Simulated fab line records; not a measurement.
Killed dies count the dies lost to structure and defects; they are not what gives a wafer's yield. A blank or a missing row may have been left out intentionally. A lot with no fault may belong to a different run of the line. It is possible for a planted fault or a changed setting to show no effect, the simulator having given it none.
Struck lot and sound lot, side by side | flow n5 finfet | 18 out of 1938 route steps
Sound: the wafers L608.1, L608.2, L608.5. Wafers struck: L605.1, L605.2, L605.4. The cause is named last.
Per side, at each step with rows, come the tool, then ch with its chambers, and then its first start. Under that, the readings that differ: sound wafers | struck wafers | difference of the means | sigmas: that difference in standard deviations of wafers without a fault.
alike: a reading whose means differ by less than 2 such deviations, as well as words and numbers matching on both sides. not compared: withheld readings; readings where some wafer has no value; bounds like >300 that might hide an equal value; numbers whose values overlap and for which the record gives no deviation.
A row with sigmas, a row that says differs or no value, or rows on one side alone: a step with any of these is where the two part. Numbers that have no deviation but don't overlap get no sigmas and don't part them. A reading missing from all wafers of one side parts the sides only when that side holds two or more wafers.

N5_BEOL_M10_RS_MEAS_57: the measuring method here is four-point-probe.
  sound on film metro-01 at day 16 12:37; struck on film metro-02 at day 15 01:29
  alike: M10_RS
N5_BEOL_M10_INSPECT_58: inspects for defects (darkfield).
  sound on defect inspect-01 at day 16 12:39; struck on defect inspect-02 at day 15 01:31
  alike: raw defect count
N5_BEOL_M11_ILD_DEP_00: deposits SiCOH lowk from DEMS/porogen, target thk 308.51 nm, time 58 s.
  sound on pecvd-01 ch 0,1,2, day 16 12:41; struck on pecvd-04 ch 0,1,2, day 15 01:32
  alike: heater power w, showerhead plenum p Torr, throttle valve pct
N5_BEOL_M11_CURE_71: cures SiCOH lowk, time 240 s.
  sound on uv cure-01 ch 2, day 16 12:49; struck on uv cure-03 ch 2, day 15 02:04
  alike: lamp power pct, wafer_temp_C_max
N5_BEOL_M11_THK_MEAS_01:
  sound on film metro-01 at day 16 13:19; struck on film metro-01 at day 15 02:35
  alike: M11_ILD_THK
N5_BEOL_M11_PECVD_70: deposits SiO2 from TEOS/O2, target thk 20 nm, time 22.7 s.
  sound on pecvd-03 ch 0,1,2, day 16 13:22; struck on pecvd-03 ch 0,1,2, day 15 02:37
  alike: heater power w, showerhead plenum p Torr, throttle valve pct
N5_BEOL_M11_HM_DEP_02: deposits TiN, target thk 20 nm.
  sound on pvd sputter-02 at day 16 14:21; struck on pvd sputter-02 at day 15 04:31
  alike: throttle valve pct
then, 5 steps without rows for these wafers: N5_BEOL_M11_COAT_59 (time 60 s, resist thk 100 nm); N5_BEOL_M11_COAT_60 (time 60 s, resist thk 30 nm); N5_BEOL_M11_COAT_05 (resist thk 90 nm); N5_BEOL_M11_EBR_07; N5_BEOL_M11_SOFTBAKE_06 (time 60 s).
N5_BEOL_M11_EXPOSE_08: exposes mask M11.
  sound on arfi scanner-01 ch 0, day 16 14:43; struck on arfi scanner-02 ch 0, day 15 04:53
  reading                          | sound       | struck   | difference | sigmas
  model.BEOL_M11.overlay x nm (nm) | 0.8 0.8 0.8 | 12 12 12 | +11        |
  alike: mask, exposure dose mJ cm2, reticle temp C
then, 2 steps without rows for these wafers: N5_BEOL_M11_PEB_09 (peb time 60 s); N5_BEOL_M11_DEVELOP_10 (develop time 30 s).
N5_BEOL_M11_CD_MEAS_11 targets a cd of 64.1 nm.
  sound on cd sem-03 ch 0, day 16 14:51; struck on cd sem-03 ch 0, day 15 05:01
  alike: cd nm
N5_BEOL_M11_OVL_MEAS_12:
  sound on overlay-01 ch 0, day 16 14:53; struck on overlay-01 ch 0, day 15 05:03
  reading      | sound         | struck         | difference | sigmas
  M11_OVL (nm) | -0.3 0.2 -0.3 | 11.1 10.8 11.9 | +11.4      | +14
N5_BEOL_M11_INSPECT_13: inspects for defects (brightfield).
  sound on defect inspect-01 at day 16 14:54; struck on defect inspect-01 at day 15 05:04
  alike: raw defect count

## WHERE THEY PART
Only at N5_BEOL_M11_OVL_MEAS_12, as far as this record shows. Later steps at which nothing parts them and some readings are alike: N5_BEOL_M11_INSPECT_13.

WHY: the cause the simulator had injected
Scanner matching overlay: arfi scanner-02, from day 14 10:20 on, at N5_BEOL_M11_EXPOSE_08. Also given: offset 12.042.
